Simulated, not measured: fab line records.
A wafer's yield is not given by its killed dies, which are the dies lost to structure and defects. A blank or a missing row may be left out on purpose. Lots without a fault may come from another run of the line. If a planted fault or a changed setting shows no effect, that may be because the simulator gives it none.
Struck lot and sound lot, side by side -- flow n5_finfet -- 15 out of 1938 route steps
Sound: the wafers L682.1, L682.4, L682.6. Struck: wafer L684.2 (left out: L684.1, L684.4 of the same lot, which were not struck); the cause appears at the end.
For every step that has rows: the tool of each side, followed by ch and its chambers, followed by its first start. Under that, the readings that differ: sound wafers -- struck wafers -- difference of the means -- sigmas: that difference in standard deviations of wafers without a fault.
alike: readings whose means differ by less than 2 such deviations, and words and numbers that are the same on both sides. not compared: withheld readings, readings that some wafer has no value for, bounds like >300 that may hide the same value, and numbers for which the record gives no deviation and whose values overlap.
Wherever a step has rows on one side only, a row that says differs or no value, or a row with sigmas, the two part there. Numbers that have no deviation but don't overlap get no sigmas and don't part them. A reading missing from all wafers of one side parts the sides only when that side holds two or more wafers.

first, 2 steps without rows for these wafers: N5_BEOL_M12_DEVELOP_27 (develop time 45 s); N5_BEOL_M12_HARDBAKE_32 (time 120 s).
N5_BEOL_M12_CD_MEAS_28: target cd 160.2 nm.
  sound on cd_sem-01 ch 0, day 13 06:34; struck on cd_sem-03 ch 0, day 13 12:50
  alike: cd_nm
N5_BEOL_M12_OVL_MEAS_29:
  sound on overlay-01 ch 0, day 13 06:37; struck on overlay-01 ch 0, day 13 12:52
  alike: M12_OVL
N5_BEOL_M12_INSPECT_30: inspects for defects (macro).
  struck on defect_inspect-01, day 13 12:53; sound on defect_inspect-01, day 13 06:38
  alike: raw_defect_count
N5_BEOL_M12_DESCUM_33: chemistry O2, time 7.9 s.
  sound on rie_diel-03 ch 1,2,3, day 13 06:40; struck on rie_diel-03 ch 0, day 13 12:55
  alike: drypump_motor_current_A, oes_product_au, rf_vpp_V, showerhead_plenum_p_Torr, throttle_valve_pct
  not compared: rf_hours_counter_h
N5_BEOL_M12_ETCH_67: etches SiARC in CF4, target depth 143 nm, time 238.3 s.
  sound on rie_diel-03 ch 1,2,3, day 13 06:42; struck on rie_diel-03 ch 0, day 13 12:58
  alike: drypump_motor_current_A, etch_rf_on_time_s, mfc_ar_sccm, oes_product_au, rf_vpp_V, showerhead_plenum_p_Torr, throttle_valve_pct
  not compared: rf_hours_counter_h
N5_BEOL_M12_ETCH_68: etches SOC in N2/H2, time 285 s.
  sound on rie_diel-03 ch 1,2,3, day 13 06:50; struck on rie_diel-03 ch 0, day 13 13:06
  alike: drypump_motor_current_A, oes_product_au, rf_vpp_V, showerhead_plenum_p_Torr, throttle_valve_pct
  not compared: rf_hours_counter_h
then, 1 step without rows for these wafers: N5_BEOL_M12_STRIP_69 (strips in N2/H2).
N5_BEOL_M12_TRENCH_ETCH_34: etches SiOC in C4F8/O2/Ar, target depth 318.95 nm, time 125.5 s.
  sound on rie_diel-03 ch 1,2,3, day 13 07:02; struck on rie_diel-03 ch 0, day 13 13:17
reading,sound,struck,difference,sigmas
mfc_ar_sccm (sccm),398.0 400.2 400.0,403.5,+4.1,+3
  alike: drypump_motor_current_A, oes_product_au, rf_vpp_V, showerhead_plenum_p_Torr, throttle_valve_pct
  not compared: rf_hours_counter_h
then, 1 step without rows for these wafers: N5_BEOL_M12_STRIP_70 (strips in C4F8/O2/Ar).
N5_BEOL_M12_OCD_MEAS_35:
  struck on ocd-02, day 13 13:26; sound on ocd-01, day 13 07:11
  alike: trench_depth_nm
N5_BEOL_M12_STRIP_37: strips in N2/H2.
  sound on plasma_asher-02 ch 0,1, day 13 07:13; struck on plasma_asher-02 ch 0, day 13 13:29
reading,sound,struck,difference,sigmas
h2_flow_sccm (sccm),3243 3253 3245,3575,+328,+39
  alike: drypump_motor_current_A, heater_power_w, oes_product_au
  not compared: rf_hours_counter_h
N5_BEOL_M12_ETCH_38: etches SiCN in CF4/N2, target depth 68.7 nm, time 73.4 s.
  sound on rie_diel-05 ch 1,2, day 13 07:21; struck on rie_diel-05 ch 1, day 13 14:50
  alike: drypump_motor_current_A, mfc_ar_sccm, oes_product_au, rf_vpp_V, showerhead_plenum_p_Torr, throttle_valve_pct
  not compared: rf_hours_counter_h
N5_PASSIVATION_PROBE_49:
  the record holds rows for the sound wafers here (prober-01, day 14 18:28) but none for the struck ones

## WHERE THEY PART
At N5_BEOL_M12_TRENCH_ETCH_34 first; at N5_PASSIVATION_PROBE_49 last (within this record only).

WHY: the cause the simulator had injected
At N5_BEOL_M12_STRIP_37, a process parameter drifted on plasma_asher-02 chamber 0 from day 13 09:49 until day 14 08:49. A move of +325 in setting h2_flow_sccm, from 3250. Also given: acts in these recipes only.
